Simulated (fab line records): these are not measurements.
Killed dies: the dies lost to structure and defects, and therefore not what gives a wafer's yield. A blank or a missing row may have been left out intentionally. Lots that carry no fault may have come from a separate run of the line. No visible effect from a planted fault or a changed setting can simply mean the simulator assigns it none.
fab line records | flow nand-harc
record lots=7 wafers=21 last-day=33
route steps=1302 shown P_GATE@156 END@1302
lots that met no fault: taken from a fault-free run of the same line
start-h: the number of hours between the record's first day and the start of the first shown wafer of the lot | wait-h: hours since the lot's step before | " repeats the value in the row above | L1.1+2: several wafers, shown together as one row | - no value present, or no start provided | * or withheld: withheld | < > ~ a bound
route shown NAME@n: names a module that has steps shown in the file, with the first one's number in the route | usual: mean and standard deviation over wafers with no fault | same: alike in all rows | chamber/n: place in a boat | sites: readings site by site | _std_site: standard deviation across them | _edge_site: inner sites' mean taken away from outer sites' mean | radius-mm: how far each site lies from the wafer's centre | mask NAME#n: copy n | behind: the last tool/chamber to shape the wafer | hold: cause of the lot's hold/its duration in hours/its outcome | device: transistor that didn't switch, given as n, p or np | end of line: at the end of the route, the tests of the same wafers | where a step has no rows: the recipe by itself | killed: the dies lost at the first sort to structure and to defects; this is not the yield of the wafer | map: per-die view of a wafer (x killed, . not killed, _ where there is no die)
set.NAME: the setting that was run; set.NAME@STEP: the one run at that earlier step | model.NAME: the simulator's own value behind a step, which no gauge read
certain route steps with their lots: each step a table, each wafer a row
services: when a tool's chamber went out of use (start-h, in hours from the record's first day, below 0 if earlier), for how many hours, and the reason
## steps
# step NHARC_P_GATE_ETCHBACK_37
# recipe target-depth-a=345 time-s=17.2 chf3-flow-sccm=50 o2-flow-sccm=10 ar-flow-sccm=200 rf-w=500 bias-w=200 chemistry=CHF3/O2
# usual chf3-flow-sccm=50.00/0.15 drypump-motor-current-A=5.7/0.56 oes-product-au=0.96/0.036 rf-fwd-power-W=490.2/2.7 rf-vpp-V=370.3/2.4 showerhead-plenum-p-Torr=2.39/0.11 throttle-valve-pct=20.572/0.0087
# columns lot.wafer tool chamber start-h wait-h chf3-flow-sccm drypump-motor-current-A oes-product-au rf-fwd-power-W rf-hours-counter-h rf-vpp-V showerhead-plenum-p-Torr throttle-valve-pct
L143.3 rie-diel-02 2 - - 49.73 5.7 1.00 488.6 4.4 369.6 2.36 20.566
L143.2 " 3 " " 49.95 4.8 1.00 494.7 3.8 368.8 2.27 20.567
L143.1 " 0 " " 49.90 5.9 0.98 494.3 3.6 375.5 2.58 20.570
L152.3 rie-diel-03 1 - - 49.92 5.3 0.92 489.2 2.7 367.9 2.29 20.570
L152.4 " 3 " " 49.76 5.0 0.94 489.1 2.9 367.9 2.28 20.569
L152.5 " 2 " " 50.15 6.4 0.92 492.7 - 366.4 2.30 20.575
L156.1 rie-diel-12 1 - - 50.14 5.8 0.99 494.5 8.6 370.0 2.32 20.582
L156.2 " 2 " " 50.26 6.2 1.01 488.7 9.1 373.2 2.54 20.574
L156.6 " 0 " " 49.89 6.6 0.99 488.5 - 372.8 2.53 20.555
L157.1 rie-diel-02 3 - - 49.91 4.8 0.91 496.4 0.6 367.2 2.26 20.577
L157.3 " 0 " " 50.00 5.9 0.91 492.8 0.5 375.9 2.58 20.561
L157.5 " 3 " " 50.33 4.8 0.92 494.4 - 368.2 2.26 20.581
L158.3 rie-diel-12 2 - - 50.14 6.2 0.93 489.3 9.4 374.0 2.54 20.574
L158.2 " 3 " " 49.94 5.7 0.94 488.5 8.0 371.1 2.40 20.573
L158.6 " 3 " " 49.74 5.7 0.94 486.2 - 370.9 2.40 20.581
L161.3 rie-diel-12 3 - - 50.03 5.7 1.01 488.5 0.2 371.7 2.40 20.565
L161.2 " 2 " " 50.13 6.2 1.00 487.6 0.1 375.8 2.54 20.574
L161.5 " 3 " " 49.92 5.7 1.00 485.6 - 371.7 2.40 20.580
L164.1 rie-diel-12 2 - - 50.15 6.2 0.94 487.6 2.5 373.1 2.54 20.564
L164.6 " 0 " " 50.08 6.6 0.93 490.3 - 373.2 2.52 20.576
L164.5 " 1 " " 50.16 5.8 0.92 490.0 - 368.9 2.32 20.572
# step NHARC_P_GATE_STRIP_101
# recipe time-s=20 o2-flow-sccm=500 ar-flow-sccm=0 bias-w=0 chemistry=O2
# usual drypump-motor-current-A=5.7/0.54 oes-product-au=0.999/0.012 rf-vpp-V=57.8/0.91 showerhead-plenum-p-Torr=3.50/0.15 throttle-valve-pct=17.037/0.0097
# columns lot.wafer tool chamber start-h wait-h drypump-motor-current-A oes-product-au rf-hours-counter-h rf-vpp-V showerhead-plenum-p-Torr throttle-valve-pct
L143.3 rie-diel-02 3 115.82 0.1 4.8 0.996 3.8 59.0 3.34 17.039
L143.2 " 0 " " 5.8 0.978 3.6 58.7 3.79 17.049
L143.1 " 1 " " 4.8 0.977 4.2 57.4 3.38 17.039
L152.3 rie-diel-03 2 195.29 0.1 6.4 0.987 2.7 57.2 3.38 17.030
L152.4 " 0 " " 5.5 1.006 2.9 57.3 3.51 17.025
L152.5 " 1 " " 5.3 0.988 - 57.2 3.37 17.058
L156.2 rie-diel-12 0 239.88 0.1 6.6 0.999 7.2 57.9 3.71 17.027
L156.1 " 1 " " 5.8 0.982 8.6 57.2 3.41 17.028
L156.6 " 2 " " 6.2 1.008 - 59.1 3.73 17.035
L157.3 rie-diel-02 2 253.72 0.1 5.8 1.003 0.6 57.4 3.47 17.040
L157.1 " 0 " " 5.9 0.987 0.6 58.5 3.78 17.041
L157.5 " 2 " " 5.8 1.000 - 58.1 3.47 17.046
L158.2 rie-diel-12 0 254.22 0.1 6.7 0.994 7.5 57.9 3.71 17.050
L158.3 " 1 " " 5.8 0.987 8.9 56.1 3.41 17.028
L158.6 " 3 " " 5.7 1.023 - 56.9 3.53 17.040
L161.3 rie-diel-12 3 289.29 0.1 5.7 0.990 0.2 58.2 3.53 17.043
L161.2 " 0 " " 6.6 0.993 0.2 59.2 3.71 17.035
L161.5 " 2 " " 6.2 1.002 - 57.2 3.73 17.039
L164.1 rie-diel-12 1 332.26 0.1 5.8 0.985 2.1 57.2 3.41 17.041
L164.6 " 2 " " 6.2 1.018 - 58.1 3.73 17.032
L164.5 " 3 " " 5.7 1.002 - 58.6 3.53 17.045
# step NHARC_P_GATE_PRECLEAN_97
# recipe time-s=600 temp-c=120 chemistry=SPM
# step NHARC_P_GATE_SRD_98
# step NHARC_P_GATE_PRECLEAN_99
# recipe time-s=* temp-c=50 bath-age-min=0 chemistry=SC1
# step NHARC_P_GATE_SRD_100
# step NHARC_P_GATE_DEHYDRATE_38
# recipe temp-c=150 time-s=120
# step NHARC_P_GATE_HMDS_39
# recipe time-s=30
# step NHARC_P_GATE_COAT_40
# recipe spin-rpm=3000
# step NHARC_P_GATE_SOFTBAKE_41
# recipe temp-c=122 time-s=95
# step NHARC_P_GATE_EBR_42
# step NHARC_P_GATE_EXPOSE_43
# recipe na=0.6 target-cd-nm=720 dose-mj=14.81 mask-id=P_NSD
# step NHARC_P_GATE_PEB_44
# recipe peb-temp-c=118 peb-time-s=85
# usual heater-power-total-W=163.97/0.28 plate-temp-C=118.02/0.12 resist-line-temp-C=23.02/0.1
# columns lot.wafer tool chamber start-h wait-h heater-power-total-W plate-temp-C resist-line-temp-C
L143.1 litho-track-02 0 116.65 0.1 164.18 118.09 23.07
L143.2 " 0 " " 164.18 118.19 22.89
L143.3 " 0 " " 163.66 117.90 22.96
L152.3 litho-track-07 0 196.12 0.1 163.72 117.91 23.10
L152.4 " 0 " " 164.14 118.05 23.06
L152.5 " 0 " " 164.14 117.93 23.19
L156.1 litho-track-02 0 240.72 0.1 159.51 115.37 23.04
L156.2 " 0 " " 159.36 115.30 23.23
L156.6 " 0 " " 159.62 115.39 23.00
L157.1 litho-track-02 0 254.55 0.1 159.40 115.58 22.92
L157.3 " 0 " " 159.63 115.45 23.01
L157.5 " 0 " " 159.67 115.57 23.11
L158.2 litho-track-02 0 255.05 0.1 159.41 115.53 22.90
L158.3 " 0 " " 158.96 115.58 22.97
L158.6 " 0 " " 159.62 115.42 22.99
L161.2 litho-track-07 0 289.99 0.1 164.32 117.97 23.05
L161.3 " 0 " " 163.99 118.04 23.05
L161.5 " 0 " " 163.71 118.18 23.04
L164.1 litho-track-03 0 333.08 0.1 164.05 118.04 23.03
L164.5 " 0 " " 164.40 118.15 22.79
L164.6 " 0 " " 164.28 118.06 22.82
# step NHARC_P_GATE_DEVELOP_45
# recipe time-s=70
# step NHARC_P_GATE_CD_MEAS_46
# recipe target-cd-nm=720 landing-energy-ev=500
# usual cd-nm=721.1/2.4
# columns lot.wafer tool chamber start-h wait-h cd-nm
L143.1 cd-sem-03 0 116.74 - 720.1
L143.2 " 0 " " 717.7
L143.3 " 0 " " 720.9
L152.3 cd-sem-02 0 196.21 - 720.3
L152.4 " 0 " " 716.5
L152.5 " 0 " " 721.0
L156.1 cd-sem-03 0 240.81 - 715.7
L156.2 " 0 " " 717.3
L156.6 " 0 " " 717.2
L157.1 cd-sem-02 0 254.64 - 718.1
L157.3 " 0 " " 718.7
L157.5 " 0 " " 717.9
L158.2 cd-sem-02 0 255.14 - 715.3
L158.3 " 0 " " 714.4
L158.6 " 0 " " 717.5
L161.2 cd-sem-01 0 290.08 - 719.6
L161.3 " 0 " " 721.6
L161.5 " 0 " " 721.7
L164.1 cd-sem-01 0 333.17 - 722.5
L164.5 " 0 " " 719.6
L164.6 " 0 " " 715.3
# step NHARC_P_GATE_HARDBAKE_47
# recipe temp-c=125 time-s=80
# step NHARC_P_GATE_DESCUM_48
# recipe time-s=3 o2-flow-sccm=200 ar-flow-sccm=0 bias-power-w=0 chemistry=O2
# usual drypump-motor-current-A=5.7/0.58 oes-product-au=0.999/0.014 rf-vpp-V=57.7/0.9 showerhead-plenum-p-Torr=1.90/0.094 throttle-valve-pct=11.311/0.0083
# columns lot.wafer tool chamber start-h wait-h drypump-motor-current-A oes-product-au rf-hours-counter-h rf-vpp-V showerhead-plenum-p-Torr throttle-valve-pct model.P_GATE.cd-nm
L143.2 rie-diel-03 1 116.90 - 5.2 0.995 0.1 58.4 1.82 11.311 719.3
L143.3 " 2 " " 6.4 0.997 0.1 57.1 1.83 11.311 721.6
L143.1 " 0 " " 5.6 0.993 0.2 56.6 1.90 11.327 720
L152.3 rie-diel-12 2 196.38 - 6.1 1.005 5.7 59.3 2.03 11.316 720.6
L152.4 " 3 " " 5.7 1.037 4.6 58.1 1.92 11.309 715.8
L152.5 " 2 " " 6.2 0.997 - 58.7 2.03 11.296 720.9
L156.2 rie-diel-12 0 240.97 - 6.6 0.983 7.2 59.4 2.02 11.305 716.6
L156.1 " 2 " " 6.1 0.997 9.1 59.0 2.03 11.299 716
L156.6 " 1 " " 5.8 0.989 - 58.3 1.84 11.307 716.1
L157.3 rie-diel-03 0 254.82 - 5.5 1.000 6.2 58.1 1.90 11.317 718.8
L157.1 " 1 " " 5.3 1.005 5.9 58.6 1.82 11.313 718.8
L157.5 " 3 " " 5.0 1.016 - 56.0 1.81 11.321 717.4
L158.2 rie-diel-02 2 255.31 - 5.7 0.995 0.6 58.5 1.88 11.313 715.8
L158.3 " 3 " " 4.8 1.005 0.6 56.5 1.80 11.331 715.5
L158.6 " 2 " " 5.8 1.002 - 58.1 1.88 11.323 718.1
L161.3 rie-diel-12 3 290.25 - 5.7 1.006 0.2 58.0 1.91 11.309 721.8
L161.2 " 1 " " 5.8 0.994 0.2 57.9 1.84 11.306 719.7
L161.5 " 2 " " 6.2 1.012 - 58.1 2.03 11.313 722.3
L164.1 rie-diel-03 0 333.37 - 5.5 0.992 3.0 57.9 1.90 11.317 721.7
L164.6 " 1 " " 5.3 1.013 - 57.2 1.82 11.314 715.7
L164.5 " 2 " " 6.4 0.987 - 56.5 1.82 11.317 718.9
# step NHARC_P_GATE_IMPLANT_49
# recipe energy-kev=30 dose-cm2=3e+15 tilt-deg=7
# step NHARC_END_SORT_01
# recipe temp-c=25
# usual killed-at-array=52/16 killed-at-other=0.8/0.98 killed-at-periphery=4.2/2.9 killed-dies=57/16 killed-open=3.3/1.9 killed-short=2.5/1.5
# same gross-dies=677
# columns lot.wafer tool chamber start-h wait-h killed-at-array killed-at-other killed-at-periphery killed-dies killed-open killed-short
L152.3 prober-02 0 641.67 3.1 54 1 0 55 3 3
L152.4 prober-02 0 642.47 3.4 59 3 1 63 2 1
L152.5 prober-02 0 643.26 3.7 52 2 2 56 3 3
L157.3 prober-01 0 695.83 3.1 44 0 2 46 2 3
L158.2 prober-02 0 695.10 2.8 37 0 3 40 4 1
L158.3 prober-02 0 695.89 3.1 40 1 2 43 2 2
L158.6 prober-02 0 698.28 4.0 49 1 1 51 2 1
L156.1 prober-01 0 702.00 2.5 66 0 7 73 5 0
L156.2 prober-01 0 702.81 2.8 62 1 4 67 6 4
L156.6 prober-01 0 706.06 4.1 64 0 2 66 5 3
L161.2 prober-01 0 727.20 2.8 61 0 4 65 1 3
L161.3 prober-01 0 728.01 3.1 54 0 3 57 4 2
# killed by level:class
L152.3 A_CHANNEL_HOLE_D1:chamber-film-flake=32 A_CHANNEL_HOLE_D2:chamber-film-flake=9 A_STAIRCASE:chamber-film-flake=4 A_CHANNEL_FILL_D1:chamber-film-flake=2 A_WL_FILL:chamber-film-flake=2 A_CHANNEL_HOLE_D1:geometric-particle:short=1 A_CHANNEL_FILL_D1:geometric-particle:open=1 A_CHANNEL_HOLE_D2:geometric-particle:short=1
L152.4 A_CHANNEL_HOLE_D2:chamber-film-flake=24 A_CHANNEL_HOLE_D1:chamber-film-flake=23 A_STAIRCASE:chamber-film-flake=4 THIN_TSV:chamber-film-flake=3 A_WL_FILL:chamber-film-flake=2 A_CHANNEL_FILL_D1:geometric-particle:short=1 A_ONON_D2:geometric-particle:open=1 A_M1:geometric-particle:open=1
L152.5 A_CHANNEL_HOLE_D1:chamber-film-flake=28 A_CHANNEL_HOLE_D2:chamber-film-flake=13 A_STAIRCASE:chamber-film-flake=3 A_ONON_D1:geometric-particle:open=2 A_WL_FILL:geometric-particle:short=2 A_ZERO_WELL:chamber-film-flake=2 THIN_TSV:chamber-film-flake=2 P_GATE:geometric-particle:open=1
L158.2 A_SLIT:chamber-film-flake=21 A_CHANNEL_HOLE_D1:chamber-film-flake=4 A_STAIRCASE:chamber-film-flake=3 A_CONTACT:chamber-film-flake=2 A_CHANNEL_FILL_D1:geometric-particle:open=1 A_DECK1_JOINT:geometric-particle:open=1 A_ONON_D2:geometric-particle:short=1 A_SGD_CUT:geometric-particle:open=1
L157.3 A_CHANNEL_HOLE_D1:chamber-film-flake=25 A_STAIRCASE:chamber-film-flake=5 A_CONTACT:chamber-film-flake=4 A_SLIT:chamber-film-flake=3 A_WL_FILL:geometric-particle:short=2 A_SOURCE_PLATE:geometric-particle:short=1 A_ONON_D1:geometric-particle:open=1 A_WL_FILL:geometric-particle:open=1
L158.3 A_SLIT:chamber-film-flake=22 A_CHANNEL_HOLE_D1:chamber-film-flake=5 A_STAIRCASE:chamber-film-flake=4 A_CONTACT:chamber-film-flake=4 A_CHANNEL_FILL_D2:geometric-particle:short=2 A_M0:geometric-particle:open=2 P_GATE:chamber-film-flake=1 P_BONDPAD:chamber-film-flake=1
L158.6 A_SLIT:chamber-film-flake=20 A_CHANNEL_HOLE_D1:chamber-film-flake=11 A_CONTACT:chamber-film-flake=9 A_ZERO_WELL:chamber-film-flake=3 A_STAIRCASE:chamber-film-flake=2 A_ONON_D2:geometric-particle:open=1 A_CHANNEL_FILL_D2:geometric-particle:open=1 A_CHANNEL_FILL_D2:geometric-particle:short=1
L156.1 A_SLIT:chamber-film-flake=28 A_CHANNEL_HOLE_D2:chamber-film-flake=26 A_STAIRCASE:chamber-film-flake=5 P_ZERO_WELL:chamber-film-flake=3 P_CONTACT:chamber-film-flake=3 A_CHANNEL_HOLE_D1:chamber-film-flake=2 A_M0:geometric-particle:open=2 P_GATE:geometric-particle:open=1
L156.2 A_SLIT:chamber-film-flake=33 A_CHANNEL_HOLE_D2:chamber-film-flake=16 A_CHANNEL_HOLE_D1:chamber-film-flake=3 A_CHANNEL_FILL_D1:geometric-particle:open=2 A_STAIRCASE:chamber-film-flake=2 P_M1:geometric-particle:open=1 P_M2:geometric-particle:open=1 A_CHANNEL_FILL_D1:geometric-particle:short=1
L156.6 A_SLIT:chamber-film-flake=30 A_CHANNEL_HOLE_D2:chamber-film-flake=16 A_STAIRCASE:chamber-film-flake=7 A_CHANNEL_HOLE_D1:chamber-film-flake=4 P_M0:geometric-particle:open=1 A_CHANNEL_FILL_D2:geometric-particle:open=1 A_CHANNEL_FILL_D2:geometric-particle:short=1 A_WL_FILL:geometric-particle:short=1
L161.2 A_CHANNEL_HOLE_D1:chamber-film-flake=33 A_STAIRCASE:chamber-film-flake=11 A_BLC:chamber-film-flake=6 A_SLIT:chamber-film-flake=4 A_ONON_D2:geometric-particle:short=2 P_M0:chamber-film-flake=2 A_CONTACT:chamber-film-flake=2 A_CHANNEL_FILL_D2:geometric-particle:open=1
L161.3 A_CHANNEL_HOLE_D1:chamber-film-flake=22 A_STAIRCASE:chamber-film-flake=13 A_BLC:chamber-film-flake=6 A_CONTACT:chamber-film-flake=5 A_M0:geometric-particle:open=2 A_SLIT:chamber-film-flake=2 A_ONON_D2:geometric-particle:short=1 A_SGD_CUT:geometric-particle:short=1
## services
# columns tool chamber start-h hours kind
litho-track-03 - 100.00 7.0 pm
rie-diel-12 0 100.40 - clean
rie-diel-12 1 100.40 - clean
rie-diel-12 2 100.40 - clean
rie-diel-12 3 100.40 - clean
rie-diel-03 - 104.30 9.0 pm
rie-diel-12 0 124.90 - clean
rie-diel-12 1 124.90 - clean
rie-diel-12 2 124.90 - clean
rie-diel-12 3 124.90 - clean
rie-diel-12 0 149.40 - clean
rie-diel-12 1 149.40 - clean
rie-diel-12 2 149.40 - clean
rie-diel-02 - 216.70 9.0 pm
litho-track-02 - 227.00 7.0 pm
rie-diel-12 3 236.02 4.3 repair
litho-track-07 - 251.00 7.0 pm
rie-diel-03 0 265.73 15.7 repair
rie-diel-12 2 266.34 1.9 repair
rie-diel-12 - 268.40 9.0 pm
litho-track-03 - 275.00 7.0 pm
rie-diel-03 2 277.80 8.3 repair
rie-diel-03 - 281.30 9.0 pm
rie-diel-02 3 313.96 6.5 repair
## key
first-sign step=NHARC_P_GATE_PEB_44 reading=plate-temp-C direction=down sigmas=21 usual=* struck=*
effect step=NHARC_P_GATE_PEB_44 reading=heater-power-total-W direction=down sigmas=16 usual=* struck=*
effect step=NHARC_P_GATE_CD_MEAS_46 reading=cd-nm direction=down sigmas=1.8 usual=721.1 struck=716.9
model-effect step=NHARC_P_GATE_DESCUM_48 value=P_GATE.cd-nm without=721.5 struck=717
met-at NHARC_P_GATE_PEB_44
struck-wafers L156.1,L156.2,L156.6,L157.1,L157.3,L157.5,L158.2,L158.3,L158.6
tester-left-out L156,L157,L158
onset-between 116.65 240.72
fault kind=process-parameter-drift tool=litho-track-02 chamber=- onset-h=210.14 steps=NHARC_P_GATE_PEB_44 channel=peb-temp-c offset=* shape=step end-h=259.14 acts-in=* stated=*
# tester-left-out: of these lots the tester's yield and bins aren't shown, on N5 and GAA mostly nor the transistor test; their killed dies are dies lost to structure and defects alone, not to doping, threshold or leakage, so they don't give the yield
